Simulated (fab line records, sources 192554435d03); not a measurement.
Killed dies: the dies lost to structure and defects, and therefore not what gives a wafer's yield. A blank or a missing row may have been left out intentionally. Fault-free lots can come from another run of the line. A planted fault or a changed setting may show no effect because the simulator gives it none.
A single fault, viewed from 3 desks + flow n5Finfet + each desk holds nothing but its own numbers, with what lay behind them at the end

== AT THE TOOL OWNER'S DESK: lithoTrack-03 ==
The tool's own readings at N5_BEOL_M5_COAT_22 (resist thk 30 nm): means of the sampled wafers that have a number, for each lot that ran on this tool. Any lot whose mean is over 4 standard deviations away from the usual mean is out of limits and marked OUT; that distance is given in the brackets.
Columns: A = chillPlateTempC at N5_BEOL_M5_COAT_22, usual 22.98 C; B = spinSpeedRpm at N5_BEOL_M5_COAT_22, usual 1500.0 rpm
| lot  | first seen here | A     | B                |
|------|-----------------|-------|------------------|
| L677 | day 10 10:51    | 23.00 | 1501.1           |
| L680 | day 13 02:04    | 22.89 | 1538.2 (+41) OUT |
| L679 | day 13 18:49    | 22.90 | 1537.7 (+41) OUT |
Finding of this desk: L679, L680 out of limits; the first was L680 at day 13 02:04, on spinSpeedRpm at N5_BEOL_M5_COAT_22. L677: within limits.

== THE DEFECT DESK ==
Inspection counts along the route, by lot: the mean over sampled wafers that carry a number. Any lot whose mean is over 4 standard deviations away from the usual mean is out of limits and marked OUT; that distance is given in the brackets.
Columns: A = rawDefectCount at N5_BEOL_M5_INSPECT_30, usual 429
| lot  | first seen here | A   |
|------|-----------------|-----|
| L673 | day 9 11:04     | 374 |
| L677 | day 10 11:22    | 518 |
| L680 | day 13 02:25    | 534 |
| L679 | day 13 19:11    | 466 |
| L686 | day 14 00:40    | 262 |
| L690 | day 15 02:14    | 465 |
This desk's verdict: no lot among the 6 shows anything out of limits.

== METROLOGY DESK ==
What the gauges read, lot by lot, whatever tool the lot ran on: means of the sampled wafers that have a number. Any lot whose mean is over 4 standard deviations away from the usual mean is out of limits and marked OUT; that distance is given in the brackets.
Columns: A = cdNm at N5_BEOL_M5_CD_MEAS_18, usual 28.1 nm; B = cdNm at N5_BEOL_M5_CD_MEAS_28, usual 30.62 nm; C = V4_OVL at N5_BEOL_M5_OVL_MEAS_29, usual 0.2 nm
| lot  | first seen here | A    | B     | C    |
|------|-----------------|------|-------|------|
| L673 | day 9 10:40     | 28.4 | 30.73 | 0.7  |
| L677 | day 10 10:49    | 28.1 | 30.79 | 0.8  |
| L680 | day 13 01:05    | 27.8 | 30.88 | -0.4 |
| L679 | day 13 15:52    | 28.0 | 30.82 | -0.3 |
| L686 | day 13 21:08    | 28.1 | 30.69 | -0.6 |
| L690 | day 15 00:02    | 28.4 | 30.68 | 0.7  |
This desk's verdict: no lot among the 6 shows anything out of limits.

== PUT TOGETHER ==
An alarm could have come from the tool owner's desk at day 13 02:04, on L679, L680.
The defect desk saw nothing out of limits.
At the metrology desk, nothing out of limits was observed.
The defect desk has L679, L680 on record, within its limits.
The metrology desk holds a record of L679, L680, inside its limits.
N5_BEOL_M5_COAT_22 was run on lithoTrack-03 by each of the lots named.

== WHAT THE SIMULATOR HAD INSERTED ==
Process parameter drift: lithoTrack-03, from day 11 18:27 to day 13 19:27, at N5_BEOL_M5_COAT_22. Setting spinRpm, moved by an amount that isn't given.
Lots struck among those shown: L679, L680.
Hours from the fault's start to each desk's first reading out of limits: the tool owner's desk, 32.
